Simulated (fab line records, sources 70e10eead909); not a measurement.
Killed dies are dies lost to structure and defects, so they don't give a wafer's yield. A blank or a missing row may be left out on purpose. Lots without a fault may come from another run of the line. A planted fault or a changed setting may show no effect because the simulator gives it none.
fab line records | flow nand_harc
record lots=24 wafers=72 last_day=34
route steps=1302 shown A_STAIRCASE@842 A_WL_FILL@952 A_CONTACT@985
lots that met no fault: from a run of the same line without faults
start_h: hours from the record's first day to the start of the lot's first wafer shown | wait_h: hours since the lot's step before | " the same as in the row above | L1.1+2: a row that stands for several wafers | - no value, or no start given | * or withheld: withheld | < > ~ a bound
route shown NAME@n: a module of which the file shows steps, and the number in the route of the first | usual: mean/standard deviation of fault-free wafers | same: alike in all rows | chamber/n: place in a boat | sites: the reading at each site | _std_site: their standard deviation | _edge_site: outer sites' mean less inner sites' | radius_mm: how far each site lies from the wafer's centre | mask NAME#n: copy n | behind: the tool/chamber that last shaped the wafer | hold: why the lot was held/for how many hours/how that ended | device: the transistor (n, p or np) that didn't switch | end of line: the same wafers' tests at the end of the route | a step without rows: its recipe alone | killed: dies lost to structure and defects at the first sort, not the wafer's yield | map: a wafer's dies, x killed, . not, _ none there
set.NAME: the setting as run; set.NAME@STEP: as run at that earlier step | model.NAME: the simulator's own value behind a step, which no gauge read
steps of the route over a sample of lots; a table a step, a row a wafer
services: from which hour (start_h, from the record's first day; less than 0 if before it) a tool's chamber was out of use, for how many hours, and why
## steps
# step NHARC_A_STAIRCASE_ETCHBACK_416
# recipe target_depth_a=360 time_s=7.2 c4f8_flow_sccm=withheld o2_flow_sccm=8 ar_flow_sccm=withheld rf_w=600 bias_w=800 chemistry=C4F8/O2/Ar
# usual oes_product_au=0.937/0.028 rf_fwd_power_W=586.3/2.4 rf_vpp_V=722/3.4
# columns lot.wafer tool chamber start_h wait_h oes_product_au rf_fwd_power_W rf_hours_counter_h rf_vpp_V
L074.3 rie_diel-07 2 - - 0.930 583.1 30 723
L074.6 " 2 " " 0.938 585.4 - 723
L074.5 " 3 " " 0.929 585.0 - 718
L075.2 rie_diel-07 2 - - 0.950 582.6 40 722
L075.4 " 3 " " 0.925 586.5 39 718
L075.5 " 1 " " 0.916 584.2 - 719
L076.1 rie_diel-07 2 - - 0.944 584.4 40 724
L076.4 " 3 " " 0.930 587.0 39 720
L076.3 " 0 " " 0.901 583.4 26 723
L077.1 rie_diel-12 3 - - 0.943 588.8 47 726
L077.4 " 1 " " 0.922 589.8 47 720
L077.5 " 0 " " 0.924 589.3 - 721
L078.2 rie_diel-07 3 - - 0.929 585.5 44 718
L078.3 " 0 " " 0.919 587.4 33 723
L078.4 " 1 " " 0.929 585.9 44 719
L079.3 rie_diel-12 3 - - 0.935 586.5 51 726
L079.4 " 1 " " 0.917 590.1 54 719
L079.1 " 2 " " 0.923 582.2 47 725
L080.2 rie_diel-07 1 - - 0.921 583.6 44 719
L080.3 " 0 " " 0.905 583.6 34 721
L080.4 " 0 " " 0.909 585.1 - 723
L081.3 rie_diel-12 0 - - 0.996 582.9 4 720
L081.6 " 2 " " 0.977 586.3 - 726
L081.5 " 3 " " 0.986 582.8 - 726
L082.4 rie_diel-12 0 - - 0.986 586.6 7 720
L082.1 " 1 " " 0.971 591.0 7 719
L082.6 " 0 " " 0.997 588.0 - 720
L083.4 rie_diel-12 2 - - 0.922 586.1 15 725
L083.3 " 0 " " 0.925 587.4 19 721
L083.6 " 2 " " 0.923 586.2 - 725
L084.1 rie_diel-12 1 - - 0.926 588.7 21 719
L084.2 " 3 " " 0.927 586.0 14 726
L084.6 " 2 " " 0.929 587.4 - 726
L085.4 rie_diel-08 0 - - 0.922 583.8 43 715
L085.1 " 2 " " 0.936 588.2 40 724
L085.5 " 1 " " 0.941 584.2 - 720
L087.1 rie_diel-12 1 - - 0.912 591.1 24 719
L087.5 " 1 " " 0.905 590.4 - 719
L087.6 " 2 " " 0.920 585.9 - 724
L086.4 rie_diel-12 1 - - 0.914 587.1 24 718
L086.1 " 3 " " 0.926 584.1 17 724
L086.3 " 0 " " 0.926 588.1 22 720
L088.1 rie_diel-08 2 - - 0.926 591.4 46 725
L088.5 " 3 " " 0.932 590.4 - 728
L088.6 " 0 " " 0.920 587.2 - 715
L089.3 rie_diel-08 0 - - 0.916 585.0 49 716
L089.1 " 1 " " 0.944 582.9 52 719
L089.6 " 0 " " 0.924 587.0 - 715
L090.2 rie_diel-08 1 - - 1.008 585.1 0 719
L090.6 " 3 " " 0.991 585.3 - 726
L090.5 " 0 " " 1.005 584.5 - 730
L091.3 rie_diel-12 3 - - 0.917 585.5 38 726
L091.2 " 1 " " 0.917 590.7 41 718
L091.5 " 3 " " 0.929 587.1 - 726
L092.2 rie_diel-12 2 - - 0.951 586.2 38 726
L092.3 " 3 " " 0.920 584.6 38 725
L092.5 " 2 " " 0.942 584.4 - 724
L093.4 rie_diel-07 2 - - 0.927 586.5 32 720
L093.2 " 3 " " 0.919 586.1 34 717
L093.5 " 3 " " 0.916 587.4 - 717
L094.2 rie_diel-07 0 - - 0.934 583.0 33 722
L094.3 " 3 " " 0.923 585.7 34 717
L094.5 " 0 " " 0.927 585.6 - 721
L096.4 rie_diel-07 3 - - 0.991 585.4 39 720
L096.3 " 0 " " 0.999 586.9 40 722
L096.1 " 1 " " 1.022 585.2 37 719
L095.4 rie_diel-12 1 - - 0.926 589.8 50 718
L095.3 " 3 " " 0.915 583.0 49 726
L095.6 " 1 " " 0.926 589.6 - 718
L097.1 rie_diel-07 3 - - 0.923 587.6 53 719
L097.4 " 2 " " 0.931 585.6 50 723
L097.5 " 3 " " 0.926 585.8 - 719
# step NHARC_A_STAIRCASE_ALD_420
# recipe target_thk_a=200 pulse_time_s=6 ald_cycles=200 temp_c=300 material=SiO2
# usual heater_power_w=476/52 precursor_pulse_height_rel=1.001/0.022
# columns lot.wafer tool chamber start_h wait_h heater_power_w precursor_pulse_height_rel
L074.3 ald_hk-03 2 387.19 - 406 1.036
L074.5 " 0 " " 561 0.993
L074.6 " 1 " " 432 1.012
L076.3 ald_hk-01 2 412.51 - 478 0.995
L076.1 " 0 " " 429 0.972
L076.4 " 1 " " 503 1.006
L075.2 ald_hk-03 3 412.68 - 531 1.028
L075.4 " 2 " " 383 0.970
L075.5 " 0 " " 588 0.997
L077.1 ald_hk-02 2 423.87 - 515 1.015
L077.4 " 3 " " 446 1.020
L077.5 " 1 " " 485 0.996
L078.4 ald_hk-01 2 439.26 - 488 1.014
L078.3 " 0 " " 422 0.974
L078.2 " 1 " " 504 0.960
L080.2 ald_hk-03 2 442.45 - 377 0.995
L080.3 " 3 " " 524 0.993
L080.4 " 1 " " 390 0.989
L079.4 ald_hk-02 3 442.91 - 464 1.026
L079.3 " 1 " " 493 1.014
L079.1 " 2 " " 502 1.015
L081.3 ald_hk-02 0 468.83 - 505 0.980
L081.6 " 1 " " 473 0.992
L081.5 " 2 " " 510 1.009
L082.1 ald_hk-02 2 475.49 - 500 0.985
L082.4 " 3 " " 466 1.027
L082.6 " 1 " " 479 0.997
L083.3 ald_hk-02 1 494.41 - 466 0.984
L083.4 " 3 " " 460 0.936
L083.6 " 1 " " 493 1.007
L084.1 ald_hk-02 3 499.99 - 459 0.982
L084.2 " 0 " " 498 0.998
L084.6 " 1 " " 485 1.005
L085.4 ald_hk-02 3 507.56 - 477 1.034
L085.1 " 0 " " 501 0.978
L085.5 " 3 " " 469 1.012
L087.1 ald_hk-02 3 511.05 - 455 1.023
L087.5 " 3 " " 466 1.025
L087.6 " 0 " " 499 1.035
L086.1 ald_hk-03 2 513.49 - 396 0.973
L086.4 " 3 " " 536 1.000
L086.3 " 1 " " 401 0.974
L088.1 ald_hk-01 2 532.74 - 508 0.998
L088.6 " 3 " " 400 0.966
L088.5 " 0 " " 388 1.034
L089.1 ald_hk-01 3 535.01 - 392 0.967
L089.3 " 0 " " 390 0.991
L089.6 " 2 " " 498 0.984
L090.2 ald_hk-02 2 557.09 - 554 1.001
L090.6 " 0 " " 515 1.003
L090.5 " 1 " " 488 0.990
L091.3 ald_hk-01 1 568.78 - 491 0.968
L091.2 " 2 " " 495 1.000
L091.5 " 2 " " 491 0.967
L092.2 ald_hk-02 3 568.93 - 456 1.006
L092.3 " 0 " " 511 0.973
L092.5 " 3 " " 451 0.987
L093.4 ald_hk-01 1 585.38 - 509 1.027
L093.2 " 0 " " 383 1.033
L093.5 " 1 " " 507 1.020
L094.3 ald_hk-01 2 589.46 - 499 0.985
L094.2 " 3 " " 393 1.010
L094.5 " 0 " " 388 0.998
L096.3 ald_hk-01 1 605.08 - 502 0.957
L096.4 " 3 " " 398 1.020
L096.1 " 0 " " 395 0.987
L095.4 ald_hk-02 1 607.55 - 490 1.017
L095.3 " 2 " " 540 0.982
L095.6 " 3 " " 451 0.986
L097.1 ald_hk-01 0 645.56 - 396 1.017
L097.4 " 1 " " 513 1.000
L097.5 " 3 " " 404 1.002
# step NHARC_A_WL_FILL_ALD_00
# recipe target_thk_a=30 pulse_time_s=3 ald_cycles=30 temp_c=300 material=Al2O3
# usual heater_power_w=483/43 precursor_pulse_height_rel=1.000/0.017
# columns lot.wafer tool chamber start_h wait_h heater_power_w precursor_pulse_height_rel
L074.3 ald_hk-01 3 458.87 0.1 417 0.997
L074.6 " 3 " " 416 0.988
L074.5 " 0 " " 436 0.985
L076.4 ald_hk-02 2 478.38 0.1 496 0.983
L076.3 " 3 " " 464 0.968
L076.1 " 0 " " 507 0.990
L075.2 ald_hk-02 0 480.72 0.1 501 0.983
L075.4 " 1 " " 499 0.991
L075.5 " 0 " " 505 0.987
L077.1 ald_hk-04 1 492.46 0.1 479 1.019
L077.4 " 3 " " 453 1.001
L077.5 " 0 " " 507 0.974
L080.3 ald_hk-02 1 509.29 0.1 491 0.984
L080.2 " 2 " " 505 1.007
L080.4 " 3 " " 468 1.007
L079.1 ald_hk-02 0 509.42 0.2 509 1.027
L079.3 " 2 " " 523 1.022
L079.4 " 3 " " 473 1.000
L078.3 ald_hk-01 1 512.89 0.1 509 0.988
L078.2 " 2 " " 492 1.003
L078.4 " 3 " " 381 0.990
L081.3 ald_hk-02 0 543.81 0.1 523 0.987
L081.5 " 0 " " 517 1.008
L081.6 " 1 " " 491 0.991
L082.4 ald_hk-01 3 543.84 0.1 396 1.005
L082.1 " 0 " " 389 0.996
L082.6 " 2 " " 479 0.975
L083.3 ald_hk-02 1 567.82 0.1 480 0.995
L083.4 " 0 " " 523 0.983
L083.6 " 1 " " 489 1.020
L084.1 ald_hk-02 3 571.25 0.1 447 0.987
L084.2 " 1 " " 481 1.027
L084.6 " 2 " " 551 0.992
L087.1 ald_hk-02 0 580.38 0.1 516 1.015
L087.5 " 3 " " 436 1.021
L087.6 " 0 " " 530 1.016
L085.4 ald_hk-04 3 581.97 0.1 441 1.004
L085.1 " 2 " " 495 1.003
L085.5 " 0 " " 528 0.983
L086.1 ald_hk-04 1 591.07 0.1 490 0.997
L086.3 " 2 " " 505 0.986
L086.4 " 3 " " 468 1.024
L089.1 ald_hk-01 0 601.92 0.1 393 0.984
L089.3 " 3 " " 394 0.986
L089.6 " 1 " " 532 1.000
L088.1 ald_hk-02 2 601.98 0.1 530 1.023
L088.5 " 0 " " 524 1.007
L088.6 " 1 " " 502 1.001
L090.2 ald_hk-02 0 626.59 0.1 532 0.993
L090.5 " 1 " " 487 0.985
L090.6 " 2 " " 547 0.995
L092.2 ald_hk-02 3 640.02 0.1 445 0.979
L092.3 " 1 " " 485 1.002
L092.5 " 2 " " 547 0.982
L091.3 ald_hk-01 0 640.02 0.1 391 0.982
L091.2 " 3 " " 386 1.007
L091.5 " 0 " " 389 1.025
L093.4 ald_hk-04 3 657.11 0.1 452 0.998
L093.2 " 0 " " 502 1.025
L093.5 " 2 " " 478 0.985
L094.3 ald_hk-04 2 661.76 0.1 485 1.000
L094.2 " 3 " " 450 0.979
L094.5 " 3 " " 460 0.990
L096.4 ald_hk-02 2 673.87 0.1 542 1.004
L096.3 " 3 " " 453 1.022
L096.1 " 0 " " 523 0.987
L095.4 ald_hk-02 1 676.19 0.1 501 1.013
L095.3 " 2 " " 539 0.989
L095.6 " 1 " " 473 1.000
L097.1 ald_hk-01 0 718.82 0.1 408 1.025
L097.4 " 1 " " 510 1.002
L097.5 " 2 " " 503 0.983
# step NHARC_A_CONTACT_DEP_28
# recipe target_thk_a=70000 temp_c=400 material=aC
# usual throttle_valve_pct=35.000/0.0082
# columns lot.wafer tool chamber start_h wait_h throttle_valve_pct
L074.3 acl_dep-01 0 479.81 2.2 35.003
L074.5 " 0 481.20 3.6 35.028
L074.6 " 0 " " 35.006
L076.1 acl_dep-02 0 498.87 0.1 34.998
L076.3 " 0 500.30 1.5 35.000
L076.4 " 0 " " 34.996
L075.2 acl_dep-01 0 500.55 1.4 35.007
L075.4 " 0 501.98 2.8 34.992
L075.5 " 0 " " 35.013
L077.1 acl_dep-01 0 515.98 0.1 34.988
L077.4 " 0 518.09 2.2 34.996
L077.5 " 0 " " 35.001
L079.1 acl_dep-01 0 529.89 1.8 34.996
L079.3 " 0 531.32 3.2 35.001
L079.4 " 0 " " 34.991
L080.2 acl_dep-02 0 530.71 2.5 34.999
L080.3 " 0 " " 35.014
L080.4 " 0 " " 35.002
L078.2 acl_dep-03 0 534.09 2.8 34.994
L078.3 " 0 " " 35.005
L078.4 " 0 " " 34.991
L082.1 acl_dep-01 0 566.84 2.0 34.997
L082.4 " 0 568.96 4.1 35.001
L082.6 " 0 570.37 5.5 34.999
L081.3 acl_dep-03 0 567.50 2.7 35.002
L081.5 " 0 568.90 4.1 34.994
L081.6 " 0 " " 34.999
L083.3 acl_dep-02 0 589.01 2.4 34.999
L083.4 " 0 " " 35.002
L083.6 " 0 591.13 4.5 34.981
L084.1 acl_dep-01 0 593.57 0.9 35.003
L084.2 " 0 " " 35.001
L084.6 " 0 597.13 4.4 35.002
L087.1 acl_dep-03 0 603.00 0.1 35.009
L087.5 " 0 605.84 2.9 34.999
L087.6 " 0 " " 34.993
L085.1 acl_dep-01 0 603.01 0.1 34.993
L085.4 " 0 605.12 2.2 35.006
L085.5 " 0 " " 34.994
L086.1 acl_dep-01 0 610.09 0.1 34.992
L086.3 " 0 611.51 1.5 34.991
L086.4 " 0 " " 34.993
L089.1 acl_dep-03 0 625.59 4.9 34.988
L089.3 " 0 626.99 6.3 34.982
L089.6 " 0 629.09 8.4 35.012
L088.1 acl_dep-02 0 625.93 5.2 35.008
L088.5 " 0 628.75 8.0 34.998
L088.6 " 0 " " 35.003
L090.2 acl_dep-03 0 646.17 0.8 34.995
L090.5 " 0 648.30 2.9 35.013
L090.6 " 0 " " 35.007
L091.2 acl_dep-03 0 661.57 2.5 34.992
L091.3 " 0 " " 35.002
L091.5 " 0 663.68 4.6 35.000
L092.2 acl_dep-02 0 661.82 2.7 35.008
L092.3 " 0 " " 35.003
L092.5 " 0 663.97 4.9 35.005
L093.2 acl_dep-03 0 678.79 1.8 34.988
L093.4 " 0 680.20 3.2 35.010
L093.5 " 0 " " 35.007
L094.2 acl_dep-02 0 682.89 2.0 34.995
L094.3 " 0 " " 34.989
L094.5 " 0 684.99 4.1 35.012
L096.1 acl_dep-03 0 695.54 0.1 34.990
L096.3 " 0 696.97 1.5 35.003
L096.4 " 0 " " 34.988
L095.3 acl_dep-02 0 697.10 1.5 34.999
L095.4 " 0 " " 34.989
L095.6 " 0 699.20 3.6 35.005
L097.1 acl_dep-02 0 736.56 1.1 34.992
L097.4 " 0 738.67 3.2 35.001
L097.5 " 0 " " 35.005
# step NHARC_A_CONTACT_ETCH_113
# recipe source_w=withheld pressure_mtorr=20 bias_v=3000 time_s=190 target_depth_a=18500 ar_flow_sccm=withheld c4f8_flow_sccm=withheld o2_flow_sccm=withheld chemistry=C4F8/O2/Ar
# columns lot.wafer tool chamber start_h wait_h rf_hours_counter_h
L074.3 har_cap_etch-03 0 486.14 0.1 -
L074.5 " 0 " " -
L074.6 " 1 " " -
L076.1 har_cap_etch-03 0 506.34 0.1 43
L076.4 " 0 " " -
L076.3 " 1 " " -
L075.2 har_cap_etch-02 1 507.15 0.1 88
L075.4 " 1 " " -
L075.5 " 1 " " -
L077.1 har_cap_etch-03 1 523.33 0.1 46
L077.4 " 0 " " -
L077.5 " 1 " " -
L079.1 har_cap_etch-03 0 537.42 0.1 48
L079.4 " 0 " " -
L079.3 " 1 " " -
L080.2 har_cap_etch-02 1 538.28 0.1 93
L080.3 " 1 " " -
L080.4 " 0 " " -
L078.2 har_cap_etch-01 0 540.79 0.1 5
L078.4 " 1 " " -
L078.3 " 0 " " -
L081.3 har_cap_etch-02 0 573.49 0.1 -
L081.5 " 0 " " -
L081.6 " 1 " " -
L082.1 har_cap_etch-01 0 574.37 0.2 11
L082.4 " 1 " " -
L082.6 " 0 " " -
L083.4 har_cap_etch-02 0 595.02 0.1 -
L083.3 " 1 " " -
L083.6 " 0 " " -
L084.2 har_cap_etch-01 0 600.83 0.1 14
L084.1 " 1 " " 14
L084.6 " 1 " " -
L085.1 har_cap_etch-02 1 610.39 0.1 105
L085.4 " 0 " " -
L085.5 " 1 " " -
L087.1 har_cap_etch-01 0 610.51 0.1 16
L087.5 " 0 " " -
L087.6 " 1 " " -
L086.1 har_cap_etch-01 1 617.47 0.1 19
L086.4 " 1 " " -
L086.3 " 0 " " -
L089.1 har_cap_etch-03 1 632.96 0.2 64
L089.3 " 0 " " -
L089.6 " 0 " " -
L088.1 har_cap_etch-02 1 634.03 0.1 110
L088.5 " 0 " " -
L088.6 " 1 " " -
L090.2 har_cap_etch-01 0 653.26 0.1 26
L090.5 " 0 " " -
L090.6 " 1 " " -
L091.2 har_cap_etch-02 0 668.13 0.1 117
L091.3 " 1 " " -
L091.5 " 0 " " -
L092.2 har_cap_etch-03 1 668.66 0.1 70
L092.3 " 0 " " -
L092.5 " 0 " " -
L093.2 har_cap_etch-01 1 686.07 0.2 31
L093.4 " 1 " " -
L093.5 " 0 " " -
L094.2 har_cap_etch-02 1 689.92 0.1 121
L094.3 " 0 " " -
L094.5 " 0 " " -
L095.4 har_cap_etch-02 0 703.43 0.1 -
L095.3 " 1 " " -
L095.6 " 0 " " -
L096.1 har_cap_etch-03 0 703.59 0.1 78
L096.3 " 0 " " -
L096.4 " 1 " " -
L097.1 har_cap_etch-02 1 744.74 0.1 128
L097.4 " 0 " " -
L097.5 " 0 " " -
# step NHARC_A_CONTACT_ETCH_114
# recipe source_w=withheld pressure_mtorr=20 bias_v=3000 time_s=190 target_depth_a=18500 ar_flow_sccm=withheld c4f8_flow_sccm=withheld o2_flow_sccm=withheld chemistry=C4F8/O2/Ar
# columns lot.wafer tool chamber start_h wait_h rf_hours_counter_h
L074.3 har_cap_etch-03 0 486.31 0.1 -
L074.5 " 0 " " -
L074.6 " 1 " " -
L076.1 har_cap_etch-03 0 506.51 0.1 43
L076.4 " 0 " " -
L076.3 " 1 " " -
L075.2 har_cap_etch-02 1 507.32 0.1 88
L075.4 " 1 " " -
L075.5 " 1 " " -
L077.1 har_cap_etch-03 1 523.51 0.1 46
L077.4 " 0 " " -
L077.5 " 1 " " -
L079.1 har_cap_etch-03 0 537.59 0.1 49
L079.4 " 0 " " -
L079.3 " 1 " " -
L080.2 har_cap_etch-02 1 538.45 0.1 93
L080.3 " 1 " " -
L080.4 " 0 " " -
L078.2 har_cap_etch-01 0 540.96 0.1 5
L078.4 " 1 " " -
L078.3 " 0 " " -
L081.3 har_cap_etch-02 0 573.66 0.1 -
L081.5 " 0 " " -
L081.6 " 1 " " -
L082.1 har_cap_etch-01 0 574.60 0.2 11
L082.4 " 1 " " -
L082.6 " 0 " " -
L083.4 har_cap_etch-02 0 595.19 0.1 -
L083.3 " 1 " " -
L083.6 " 0 " " -
L084.2 har_cap_etch-01 0 601.00 0.1 14
L084.1 " 1 " " 14
L084.6 " 1 " " -
L085.1 har_cap_etch-02 1 610.56 0.1 105
L085.4 " 0 " " -
L085.5 " 1 " " -
L087.1 har_cap_etch-01 0 610.68 0.1 17
L087.5 " 0 " " -
L087.6 " 1 " " -
L086.1 har_cap_etch-01 1 617.64 0.1 19
L086.4 " 1 " " -
L086.3 " 0 " " -
L089.1 har_cap_etch-03 1 633.19 0.2 64
L089.3 " 0 " " -
L089.6 " 0 " " -
L088.1 har_cap_etch-02 1 634.20 0.1 111
L088.5 " 0 " " -
L088.6 " 1 " " -
L090.2 har_cap_etch-01 0 653.43 0.1 26
L090.5 " 0 " " -
L090.6 " 1 " " -
L091.2 har_cap_etch-02 0 668.30 0.1 117
L091.3 " 1 " " -
L091.5 " 0 " " -
L092.2 har_cap_etch-03 1 668.83 0.1 71
L092.3 " 0 " " -
L092.5 " 0 " " -
L093.2 har_cap_etch-01 1 686.30 0.2 32
L093.4 " 1 " " -
L093.5 " 0 " " -
L094.2 har_cap_etch-02 1 690.09 0.1 121
L094.3 " 0 " " -
L094.5 " 0 " " -
L095.4 har_cap_etch-02 0 703.60 0.1 -
L095.3 " 1 " " -
L095.6 " 0 " " -
L096.1 har_cap_etch-03 0 703.76 0.1 78
L096.3 " 0 " " -
L096.4 " 1 " " -
L097.1 har_cap_etch-02 1 744.91 0.1 128
L097.4 " 0 " " -
L097.5 " 0 " " -
## services
# columns tool chamber start_h hours kind
acl_dep-01 - 372.78 13.0 pm
ald_hk-01 - 381.45 0.9 repair
rie_diel-07 0 385.23 18.2 repair
acl_dep-02 - 428.13 13.0 pm
rie_diel-12 - 447.46 9.0 pm
har_cap_etch-03 - 450.93 1.2 repair
ald_hk-01 - 477.11 10.0 pm
acl_dep-03 - 482.08 13.0 pm
har_cap_etch-01 - 497.00 17.0 pm
ald_hk-02 - 525.13 2.0 repair
ald_hk-02 - 527.16 10.0 pm
rie_diel-12 1 544.04 2.3 repair
acl_dep-01 - 553.84 13.0 pm
rie_diel-12 2 582.04 17.2 repair
har_cap_etch-03 - 615.56 0.6 repair
rie_diel-12 - 624.46 9.0 pm
rie_diel-12 1 633.81 3.7 repair
rie_diel-12 2 638.94 16.7 repair
rie_diel-07 - 642.46 0.2 repair
rie_diel-07 - 648.35 9.0 pm
ald_hk-01 - 655.11 10.0 pm
rie_diel-07 1 676.89 4.1 repair
ald_hk-02 - 706.62 10.0 pm
rie_diel-07 0 734.53 21.3 repair
## key
fault none
